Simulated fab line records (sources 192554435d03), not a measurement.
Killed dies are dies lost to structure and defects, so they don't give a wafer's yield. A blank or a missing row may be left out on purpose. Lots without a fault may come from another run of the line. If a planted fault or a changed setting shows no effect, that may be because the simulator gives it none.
Which of the tools did it? :: flow n5-finfet :: at 1 step of a route of 1938, 9 lots with 24 wafers sampled

WHAT THE GAUGES READ, wafer by wafer
N5_FIN_SAQP_THK_MEAS_05.
lot: L379
measured: day 1 21:28
on: film-metro-01
thk-nm (nm): 38.0 38.0 37.8

lot: L381
measured: day 2 08:53
on: film-metro-02
thk-nm (nm): 37.8 37.9 38.2

lot: L387
measured: day 3 22:31
on: film-metro-01
thk-nm (nm): 37.7 37.1 37.9

lot: L390
measured: day 4 14:28
on: film-metro-02
thk-nm (nm): 37.6 38.1

lot: L392
measured: day 5 05:14
on: film-metro-02
thk-nm (nm): 37.9 38.1

lot: L394
measured: day 5 14:53
on: film-metro-02
thk-nm (nm): 38.9 39.1

lot: L395
measured: day 5 21:04
on: film-metro-01
thk-nm (nm): 37.6 37.4 38.2

lot: L396
measured: day 6 02:50
on: film-metro-02
thk-nm (nm): 37.2 37.4 37.9

lot: L397
measured: day 6 08:19
on: film-metro-01
thk-nm (nm): 38.3 37.7 39.1

TOOL THAT RAN EACH LOT (tool first, then ch and the chambers of the sampled wafers, then the start)
There is no process step in the record ahead of these readings.

THE ANSWER, worked out from the rows above alone
Rule: what is usual is taken from the lots themselves. The widest of any qualifying gaps counts: lots, ordered by their means at a reading, are off when they make up no more than a third of the lots, leave a main group of 4 or more, and stand apart from it by 3 or more times the standard deviation of that group's means. A main group whose means are all the same, to the digits that the tables above print for the reading, isn't used. A lot without any number at a reading at which 4 lots or more have one is off too. Any other lot the step has rows for is counted as sound.
None of the lots is off at any reading shown; this tells nothing.

WHAT THE SIMULATOR HAD PUT IN
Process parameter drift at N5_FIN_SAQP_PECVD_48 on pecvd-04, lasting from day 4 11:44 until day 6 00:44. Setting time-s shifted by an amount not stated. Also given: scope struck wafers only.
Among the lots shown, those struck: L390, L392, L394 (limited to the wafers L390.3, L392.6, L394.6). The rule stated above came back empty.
